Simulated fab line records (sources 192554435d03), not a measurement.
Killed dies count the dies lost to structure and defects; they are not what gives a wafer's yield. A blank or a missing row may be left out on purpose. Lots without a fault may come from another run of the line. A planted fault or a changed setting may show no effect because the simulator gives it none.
fab line records | flow n5Finfet
record lots=5 | wafers=15 | lastDay=20
route steps=1938 shown BEOL_M8@1358 PASSIVATION@1936
lots that met no fault: from a run of the same line without faults
startH: the number of hours between the record's first day and the start of the first shown wafer of the lot | waitH: how many hours have passed since the lot's step before this one | " unchanged from the row above | L1.1+2: one row covering several wafers at once | - no value present, or no start provided | * or withheld: withheld | < > ~ a bound
route shown NAME@n: a module of which the file shows steps, and the number in the route of the first | usual: mean/standard deviation of fault-free wafers | same: alike in all rows | chamber/n: place in a boat | sites: per-site readings | _std_site: standard deviation across them | _edge_site: mean of outer sites minus mean of inner sites | radiusMm: how far each site lies from the wafer's centre | mask NAME#n: copy n | behind: the tool/chamber that last shaped the wafer | hold: what put the lot on hold/how long, in hours/how the hold closed | device: whichever transistor did not switch (one of n, p or np) | end of line: tests run on the same wafers once the route is complete | a step without rows: its recipe alone | killed: at the first sort, the dies lost to defects and structure; wafer yield is something else | map: shows each die of a wafer: x if killed, . if not, _ if none is there
set.NAME: the run value of the setting; set.NAME@STEP: its run value at that earlier step | model.NAME: the simulator's own value behind a step, which no gauge read
lots at some steps of the route; a table a step, a row a wafer
services: the hour from which a tool's chamber was out of use, counted from the record's first day as startH (under 0 if before that day), plus the number of hours and why
## steps
# step N5_BEOL_M8_COAT_71
# recipe resist=underlayer | tempC=205 | timeS=60 | spinRpm=1500 | resistThkNm=5
# step N5_BEOL_M8_COAT_22
# recipe resist=CAR-EUV | spinRpm=1500 | resistThkNm=30
# step N5_BEOL_M8_EBR_24
# recipe solvent=PGMEA | ebrWidthMm=1.5
# step N5_BEOL_M8_SOFTBAKE_23
# recipe tempC=110 | timeS=60 | resist=CAR-EUV
# step N5_BEOL_M8_EXPOSE_25
# recipe maskId=V7 | na=0.33 | sourceShape=annular | sigmaInner=0.4 | sigmaOuter=0.8 | polarization=unpolarized | targetCdNm=40 | doseMj=42.5
# step N5_BEOL_M8_PEB_26
# recipe pebTempC=100 | pebTimeS=60 | resist=CAR-EUV
# step N5_BEOL_M8_DEVELOP_27
# recipe developTimeS=30 | developer=TMAH | resist=CAR-EUV | rinseLiquid=surfactantRinse | dry=airSpin | devTempC=23
# step N5_BEOL_M8_CD_MEAS_28
# recipe targetCdNm=40 | landingEnergyEv=500 | detector=seInlens
# usual cdNm=40.06/0.25
lot.wafer | tool     | chamber | startH | waitH | cdNm
L492.1    | cdSem-02 | 0       | 235.23 | -     | 40.12
L492.4    | "        | 0       | "      | "     | 40.39
L492.6    | "        | 0       | "      | "     | 39.37
L493.1    | cdSem-03 | 0       | 255.60 | -     | 39.98
L493.2    | "        | 0       | "      | "     | 40.11
L493.4    | "        | 0       | "      | "     | 39.84
L501.1    | cdSem-01 | 0       | 284.21 | -     | 39.82
L501.3    | "        | 0       | "      | "     | 39.96
L501.4    | "        | 0       | "      | "     | 40.09
L510.2    | cdSem-03 | 0       | 357.58 | -     | 40.29
L510.4    | "        | 0       | "      | "     | 39.96
L510.6    | "        | 0       | "      | "     | 40.11
L514.1    | cdSem-01 | 0       | 376.25 | -     | 40.17
L514.5    | "        | 0       | "      | "     | 40.01
L514.6    | "        | 0       | "      | "     | 40.29
# step N5_BEOL_M8_OVL_MEAS_29
# recipe pointsPerWafer=522
# usual V7_OVL=0.3/0.65
# same pointsPerWafer=522
lot.wafer | tool       | chamber | startH | waitH | V7_OVL[nm]
L492.1    | overlay-02 | 0       | 235.26 | 0.0   | -0.6
L492.4    | "          | 0       | "      | "     | 0.3
L492.6    | "          | 0       | "      | "     | -0.9
L493.1    | overlay-01 | 0       | 255.63 | 0.0   | -0.1
L493.2    | "          | 0       | "      | "     | -0.1
L493.4    | "          | 0       | "      | "     | 1.0
L501.1    | overlay-01 | 0       | 284.24 | 0.0   | 0.9
L501.3    | "          | 0       | "      | "     | 0.6
L501.4    | "          | 0       | "      | "     | 0.9
L510.2    | overlay-01 | 0       | 357.61 | 0.0   | 0.0
L510.4    | "          | 0       | "      | "     | -0.3
L510.6    | "          | 0       | "      | "     | -0.9
L514.1    | overlay-02 | 0       | 376.28 | 0.0   | 0.4
L514.5    | "          | 0       | "      | "     | -0.1
L514.6    | "          | 0       | "      | "     | -0.2
# step N5_BEOL_M8_INSPECT_30
# recipe mode=adi | inspectInstrument=brightfield
# usual rawDefectCount=424/110
lot.wafer | tool             | chamber | startH | waitH | rawDefectCount
L492.1    | defectInspect-02 | -       | 235.32 | 0.1   | 246
L492.4    | "                | -       | "      | "     | 350
L492.6    | "                | -       | "      | "     | 301
L493.1    | defectInspect-01 | -       | 255.69 | 0.1   | 346
L493.2    | "                | -       | "      | "     | 401
L493.4    | "                | -       | "      | "     | 566
L501.1    | defectInspect-01 | -       | 284.30 | 0.1   | 397
L501.3    | "                | -       | "      | "     | 383
L501.4    | "                | -       | "      | "     | 397
L510.2    | defectInspect-01 | -       | 357.67 | 0.0   | 404
L510.4    | "                | -       | "      | "     | 349
L510.6    | "                | -       | "      | "     | 369
L514.1    | defectInspect-02 | -       | 376.34 | 0.1   | 365
L514.5    | "                | -       | "      | "     | 579
L514.6    | "                | -       | "      | "     | 472
# step N5_BEOL_M8_DESCUM_33
# recipe chemistry=O2 | timeS=7 | sourcePowerW=50 | biasPowerW=20 | pressureMtorr=20 | rfFrequencyHz=2.712e+07 | tempC=40 | resist=CAR-EUV | o2FlowSccm=225
# usual drypumpMotorCurrentA=5.6/0.4 | oesProductAu=0.81/0.098 | rfVppV=243.2/1.6 | showerheadPlenumPTorr=2.10/0.081 | throttleValvePct=20.38/0.28
lot.wafer | tool       | chamber | startH | waitH | drypumpMotorCurrentA | oesProductAu | rfHoursCounterH | rfVppV | showerheadPlenumPTorr | throttleValvePct
L492.1    | rieDiel-04 | 0       | 235.36 | 0.0   | 5.8                  | 0.77         | 146             | 241.3  | 2.12                  | 20.22
L492.4    | "          | 3       | "      | "     | 5.5                  | 0.75         | 162             | 242.0  | 2.03                  | 20.62
L492.6    | "          | 0       | "      | "     | 5.8                  | 0.76         | -               | 243.9  | 2.12                  | 20.21
L493.1    | rieDiel-01 | 1       | 255.72 | 0.0   | 5.8                  | 0.77         | 139             | 244.2  | 2.18                  | 20.16
L493.2    | "          | 3       | "      | "     | 5.0                  | 0.74         | 165             | 241.4  | 2.02                  | 20.71
L493.4    | "          | 3       | "      | "     | 5.0                  | 0.74         | -               | 241.0  | 2.02                  | 20.69
L501.1    | rieDiel-01 | 2       | 284.35 | 0.1   | 5.1                  | 0.68         | 239             | 242.3  | 2.06                  | 20.62
L501.3    | "          | 1       | "      | "     | 5.8                  | 0.77         | 151             | 244.7  | 2.18                  | 20.19
L501.4    | "          | 3       | "      | "     | 5.0                  | 0.73         | 176             | 242.6  | 2.01                  | 20.72
L510.2    | rieDiel-05 | 3       | 358.10 | 0.4   | 5.4                  | 0.91         | 38              | 246.3  | 2.23                  | 20.04
L510.4    | "          | 2       | "      | "     | 5.3                  | 0.89         | -               | 243.9  | 2.11                  | 20.14
L510.6    | "          | 3       | "      | "     | 5.5                  | 0.92         | -               | 244.7  | 2.23                  | 20.05
L514.1    | rieDiel-05 | 3       | 376.37 | 0.0   | 5.4                  | 0.91         | 48              | 245.0  | 2.23                  | 20.08
L514.5    | "          | 2       | "      | "     | 5.3                  | 0.87         | -               | 243.3  | 2.11                  | 20.17
L514.6    | "          | 0       | "      | "     | 5.1                  | 0.95         | -               | 245.3  | 2.20                  | 19.90
# step N5_BEOL_M8_ETCH_72
# recipe chemistry=N2/H2 | target=underlayer | targetDepthA=65 | maskMaterial=CAR-EUV | timeS=5.2 | ionEnergyEv=200 | pressureMtorr=30 | sourceW=840 | biasW=150 | n2FlowSccm=200 | h2FlowSccm=200 | ends=cleared
# usual drypumpMotorCurrentA=5.6/0.4 | etchRfOnTimeS=5.13/0.16 | oesProductAu=0.69/0.082 | rfVppV=524.0/2.9 | showerheadPlenumPTorr=2.54/0.098 | throttleValvePct=17.7/0.33
lot.wafer | tool       | chamber | startH | waitH | drypumpMotorCurrentA | etchRfOnTimeS | oesProductAu | rfHoursCounterH | rfVppV | showerheadPlenumPTorr | throttleValvePct
L492.1    | rieDiel-04 | 0       | 235.39 | 0.0   | 5.8                  | 5.31          | 0.65         | 146             | 523.7  | 2.56                  | 17.7
L492.4    | "          | 3       | "      | "     | 5.5                  | 4.91          | 0.67         | 162             | 521.6  | 2.42                  | 17.8
L492.6    | "          | 0       | "      | "     | 5.8                  | 5.22          | 0.65         | -               | 520.5  | 2.56                  | 17.6
L493.1    | rieDiel-01 | 1       | 255.76 | 0.0   | 5.8                  | 5.47          | 0.64         | 139             | 527.3  | 2.68                  | 17.8
L493.2    | "          | 3       | "      | "     | 5.0                  | 5.29          | 0.63         | 165             | 520.8  | 2.40                  | 17.8
L493.4    | "          | 3       | "      | "     | 5.0                  | 5.34          | 0.63         | -               | 519.3  | 2.40                  | 17.8
L501.1    | rieDiel-01 | 2       | 284.39 | 0.0   | 5.1                  | 5.17          | 0.59         | 239             | 522.5  | 2.53                  | 18.4
L501.3    | "          | 1       | "      | "     | 5.9                  | 5.32          | 0.64         | 151             | 527.9  | 2.67                  | 17.8
L501.4    | "          | 3       | "      | "     | 5.0                  | 5.31          | 0.63         | 176             | 520.8  | 2.40                  | 17.8
L510.2    | rieDiel-05 | 3       | 358.13 | 0.0   | 5.5                  | 4.94          | 0.78         | 38              | 528.7  | 2.66                  | 17.1
L510.4    | "          | 2       | "      | "     | 5.2                  | 5.14          | 0.75         | -               | 524.1  | 2.55                  | 17.3
L510.6    | "          | 3       | "      | "     | 5.5                  | 4.88          | 0.79         | -               | 528.2  | 2.66                  | 17.1
L514.1    | rieDiel-05 | 3       | 376.40 | 0.0   | 5.5                  | 4.92          | 0.76         | 48              | 528.4  | 2.66                  | 17.2
L514.5    | "          | 2       | "      | "     | 5.3                  | 5.08          | 0.74         | -               | 523.8  | 2.55                  | 17.4
L514.6    | "          | 0       | "      | "     | 5.1                  | 5.13          | 0.82         | -               | 525.2  | 2.72                  | 17.6
# step N5_BEOL_M8_ETCH_65
# recipe chemistry=CF4 | target=SiARC | targetDepthA=156 | maskMaterial=CAR-EUV | timeS=26 | ionEnergyEv=80 | pressureMtorr=40 | sourceW=545 | biasW=36 | Ar_flow_sccm=100 | cf4FlowSccm=100 | ends=cleared
# usual drypumpMotorCurrentA=5.6/0.4 | etchRfOnTimeS=25.7/0.82 | oesProductAu=0.69/0.082 | rfVppV=184.1/1.2 | showerheadPlenumPTorr=2.15/0.085 | throttleValvePct=15.55/0.26
lot.wafer | tool       | chamber | startH | waitH | drypumpMotorCurrentA | etchRfOnTimeS | oesProductAu | rfHoursCounterH | rfVppV | showerheadPlenumPTorr | throttleValvePct
L492.1    | rieDiel-04 | 0       | 235.41 | 0.0   | 5.8                  | 26.7          | 0.64         | 146             | 184.4  | 2.12                  | 15.21
L492.4    | "          | 3       | "      | "     | 5.5                  | 24.6          | 0.67         | 162             | 183.8  | 2.05                  | 15.64
L492.6    | "          | 0       | "      | "     | 5.8                  | 26.7          | 0.64         | -               | 184.4  | 2.12                  | 15.20
L493.1    | rieDiel-01 | 1       | 255.78 | 0.0   | 5.8                  | 27.3          | 0.64         | 139             | 183.8  | 2.24                  | 15.48
L493.2    | "          | 3       | "      | "     | 5.1                  | 26.3          | 0.64         | 165             | 182.8  | 2.05                  | 15.79
L493.4    | "          | 3       | "      | "     | 5.0                  | 26.3          | 0.64         | -               | 183.3  | 2.05                  | 15.78
L501.1    | rieDiel-01 | 2       | 284.41 | 0.0   | 5.1                  | 19.3          | 0.70         | 239             | 184.5  | 2.10                  | 15.79
L501.3    | "          | 1       | "      | "     | 5.8                  | 26.8          | 0.64         | 151             | 186.7  | 2.23                  | 15.49
L501.4    | "          | 3       | "      | "     | 5.0                  | 26.4          | 0.64         | 176             | 181.9  | 2.05                  | 15.79
L510.2    | rieDiel-05 | 3       | 358.15 | 0.0   | 5.4                  | 24.8          | 0.77         | 38              | 186.0  | 2.28                  | 15.22
L510.4    | "          | 2       | "      | "     | 5.3                  | 26.1          | 0.75         | -               | 182.8  | 2.19                  | 15.38
L510.6    | "          | 3       | "      | "     | 5.4                  | 24.6          | 0.77         | -               | 185.6  | 2.28                  | 15.20
L514.1    | rieDiel-05 | 3       | 376.42 | 0.0   | 5.5                  | 24.8          | 0.76         | 48              | 185.4  | 2.28                  | 15.22
L514.5    | "          | 2       | "      | "     | 5.3                  | 25.7          | 0.74         | -               | 184.3  | 2.18                  | 15.41
L514.6    | "          | 0       | "      | "     | 5.1                  | 25.8          | 0.80         | -               | 185.2  | 2.26                  | 15.08
# step N5_BEOL_M8_ETCH_66
# recipe chemistry=N2/H2 | target=SOC | targetDepthA=800 | overetchA=160 | maskMaterial=SiARC | tempC=40 | timeS=120 | ionEnergyEv=200 | pressureMtorr=30 | sourceW=840 | biasW=150 | n2FlowSccm=200 | h2FlowSccm=200
# usual drypumpMotorCurrentA=5.6/0.4 | oesProductAu=0.61/0.067 | rfVppV=524.3/2.7 | showerheadPlenumPTorr=2.54/0.098 | throttleValvePct=17.7/0.33
lot.wafer | tool       | chamber | startH | waitH | drypumpMotorCurrentA | oesProductAu | rfHoursCounterH | rfVppV | showerheadPlenumPTorr | throttleValvePct
L492.1    | rieDiel-04 | 0       | 235.44 | 0.0   | 5.8                  | 0.58         | 146             | 523.7  | 2.56                  | 17.6
L492.4    | "          | 3       | "      | "     | 5.5                  | 0.58         | 162             | 521.4  | 2.42                  | 17.7
L492.6    | "          | 0       | "      | "     | 5.8                  | 0.58         | -               | 523.9  | 2.56                  | 17.6
L493.1    | rieDiel-01 | 1       | 255.80 | 0.0   | 5.8                  | 0.59         | 139             | 527.0  | 2.68                  | 17.8
L493.2    | "          | 3       | "      | "     | 5.0                  | 0.58         | 165             | 521.1  | 2.40                  | 17.8
L493.4    | "          | 3       | "      | "     | 5.0                  | 0.58         | -               | 521.5  | 2.40                  | 17.8
L501.1    | rieDiel-01 | 2       | 284.43 | 0.0   | 5.1                  | 0.53         | 239             | 523.3  | 2.53                  | 18.3
L501.3    | "          | 1       | "      | "     | 5.9                  | 0.59         | 151             | 526.9  | 2.68                  | 17.8
L501.4    | "          | 3       | "      | "     | 5.1                  | 0.57         | 176             | 522.0  | 2.40                  | 17.8
L510.2    | rieDiel-05 | 3       | 358.18 | 0.0   | 5.5                  | 0.68         | 39              | 529.1  | 2.66                  | 17.1
L510.4    | "          | 2       | "      | "     | 5.2                  | 0.68         | -               | 525.2  | 2.55                  | 17.3
L510.6    | "          | 3       | "      | "     | 5.4                  | 0.67         | -               | 526.8  | 2.66                  | 17.1
L514.1    | rieDiel-05 | 3       | 376.45 | 0.0   | 5.4                  | 0.66         | 49              | 527.9  | 2.66                  | 17.1
L514.5    | "          | 2       | "      | "     | 5.3                  | 0.66         | -               | 524.7  | 2.55                  | 17.3
L514.6    | "          | 0       | "      | "     | 5.1                  | 0.72         | -               | 527.6  | 2.72                  | 17.5
# step N5_PASSIVATION_PROBE_49
# usual defectLimitedYield=91.2/1.5 | killed_at_M0_to_M3=36/10 | killed_at_M4_up=14/5.2 | killedAtContacts=12/6 | killedAtFrontEnd=37/10 | killedAtOther=4/3.3 | killedDies=104/18 | killedOpen=68/14 | killedShort=34/7.4 | sort_bin_5_function=5.2/1 | sort_bin_6_memory=3.3/0.7 | sortNPass=1076/18 | sortYieldPct=91.2/1.5
# same grossDies=1180 | killedAtBackSide=0 | sort_bin_4_leakage[%]=0 | sort_bin_8_speed[%]=0
lot.wafer | tool      | chamber | startH | waitH | defectLimitedYield[%] | killed_at_M0_to_M3 | killed_at_M4_up | killedAtContacts | killedAtFrontEnd | killedAtOther | killedDies | killedOpen | killedShort | sort_bin_5_function[%] | sort_bin_6_memory[%] | sortNPass | sortYieldPct[%]
L492.1    | prober-01 | -       | 301.20 | 0.0   | 91.3                  | 31                 | 14              | 5                | 52               | 1             | 103        | 62         | 37          | 5.3                    | 3.1                  | 1077      | 91.3
L492.4    | prober-01 | -       | 301.35 | 0.2   | 91.9                  | 31                 | 12              | 19               | 33               | 1             | 96         | 57         | 39          | 4.3                    | 3.5                  | 1084      | 91.9
L492.6    | prober-01 | -       | 301.45 | 0.3   | 89.7                  | 50                 | 16              | 14               | 40               | 2             | 122        | 83         | 39          | 5.9                    | 3.9                  | 1058      | 89.7
L493.1    | prober-01 | -       | 318.91 | 0.0   | 91.5                  | 25                 | 24              | 15               | 33               | 3             | 100        | 79         | 21          | 5.3                    | 3.1                  | 1080      | 91.5
L493.2    | prober-01 | -       | 318.96 | 0.1   | 92.5                  | 29                 | 11              | 10               | 33               | 6             | 89         | 58         | 27          | 4.7                    | 2.7                  | 1091      | 92.5
L493.4    | prober-01 | -       | 319.06 | 0.2   | 91.6                  | 23                 | 13              | 13               | 45               | 5             | 99         | 63         | 34          | 4.7                    | 3.3                  | 1081      | 91.6
# killed by level:class
L492.1 FIN_SAQP:geometricParticle:open=27 FIN_SAQP:geometricParticle:short=9 BEOL_M1:geometricParticle:open=9 BEOL_M0_SAQP:geometricParticle:short=6 BEOL_M4:geometricParticle:open=6 MOL_CONTACT_COAG:geometricParticle:open=5 BEOL_M0_SAQP:geometricParticle:open=5 BEOL_M0:geometricParticle:short=4
L492.4 MOL_CONTACT_COAG:geometricParticle:open=14 BEOL_M1:geometricParticle:open=10 STI_FIN_REVEAL:geometricParticle:open=9 BEOL_M0_SAQP:geometricParticle:short=8 FIN_SAQP:geometricParticle:short=7 DUMMY_GATE:geometricParticle:open=6 GATE_CUT:geometricParticle:short=5 MOL_CONTACT_COAG:geometricParticle:short=5
L492.6 FIN_SAQP:geometricParticle:open=17 BEOL_M0_SAQP:geometricParticle:open=16 BEOL_M1:geometricParticle:open=14 MOL_CONTACT_COAG:geometricParticle:open=11 BEOL_M0_SAQP:geometricParticle:short=11 FIN_SAQP:geometricParticle:short=10 BEOL_M4:geometricParticle:open=8 BEOL_M2:geometricParticle:open=4
L493.1 MOL_CONTACT_COAG:geometricParticle:open=13 STI_FIN_REVEAL:geometricParticle:open=11 BEOL_M4:geometricParticle:open=8 BEOL_M1:geometricParticle:open=7 BEOL_M7:geometricParticle:open=6 BEOL_M0_SAQP:geometricParticle:short=5 FIN_SAQP:geometricParticle:short=4 BEOL_M2:geometricParticle:open=4
L493.2 FIN_SAQP:geometricParticle:open=10 BEOL_M3:geometricParticle:open=9 BEOL_M4:geometricParticle:open=8 MOL_CONTACT_COAG:geometricParticle:open=7 BEOL_M3:geometricParticle:short=7 BEOL_M1:geometricParticle:open=6 STI_FIN_REVEAL:geometricParticle:open=4 GATE_CUT:geometricParticle:short=4
L493.4 FIN_SAQP:geometricParticle:open=12 MOL_CONTACT_COAG:geometricParticle:open=9 DUMMY_GATE:geometricParticle:open=7 BEOL_M1:geometricParticle:open=7 BEOL_M3:geometricParticle:open=5 BEOL_M2:geometricParticle:open=5 FIN_SAQP:geometricParticle:short=4 GATE_CUT:geometricParticle:short=4
## services
tool       | chamber | startH | hours | kind
rieDiel-01 | 0       | 223.62 | -     | clean
rieDiel-01 | 0       | 223.62 | -     | consumableReplace:focusRing
rieDiel-01 | 0       | 223.62 | 32.8  | scheduledDown
rieDiel-01 | 0       | 223.62 | 32.8  | ventCycle
rieDiel-05 | 3       | 240.08 | -     | clean
rieDiel-05 | 3       | 240.08 | -     | consumableReplace:focusRing
rieDiel-05 | 3       | 240.08 | -     | consumableReplace:showerhead
rieDiel-05 | 3       | 240.08 | 25.9  | scheduledDown
rieDiel-05 | 3       | 240.08 | 25.9  | ventCycle
rieDiel-04 | 0       | 268.44 | 10.6  | repair
rieDiel-05 | 2       | 269.41 | -     | clean
rieDiel-05 | 2       | 269.41 | -     | consumableReplace:focusRing
rieDiel-05 | 2       | 269.41 | 16.1  | scheduledDown
rieDiel-05 | 2       | 269.41 | 16.1  | ventCycle
rieDiel-04 | 3       | 273.77 | 2.0   | repair
rieDiel-05 | 1       | 286.76 | 30.4  | repair
rieDiel-01 | 1       | 313.20 | 6.2   | repair
rieDiel-01 | 2       | 319.40 | -     | clean
rieDiel-01 | 2       | 319.40 | -     | consumableReplace:focusRing
rieDiel-01 | 2       | 319.40 | 19.2  | scheduledDown
rieDiel-01 | 2       | 319.40 | 19.2  | ventCycle
rieDiel-05 | 0       | 350.11 | -     | clean
rieDiel-05 | 0       | 350.11 | -     | consumableReplace:focusRing
rieDiel-01 | -       | 351.84 | 15.6  | pm
## key
firstSign step=N5_BEOL_M8_ETCH_65 | reading=etchRfOnTimeS | direction=down | sigmas=7.8 | usual=* | struck=*
effect none on later readings
metAt N5_BEOL_M8_ETCH_65
struckWafers L501.1
onsetBetween 255.78 284.41
fault kind=processParameterDrift | tool=rieDiel-01 | chamber=- | onsetH=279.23 | steps=N5_BEOL_M8_ETCH_65 | channel=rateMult | offset=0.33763 | shape=step | endH=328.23 | scope=struckWafersOnly
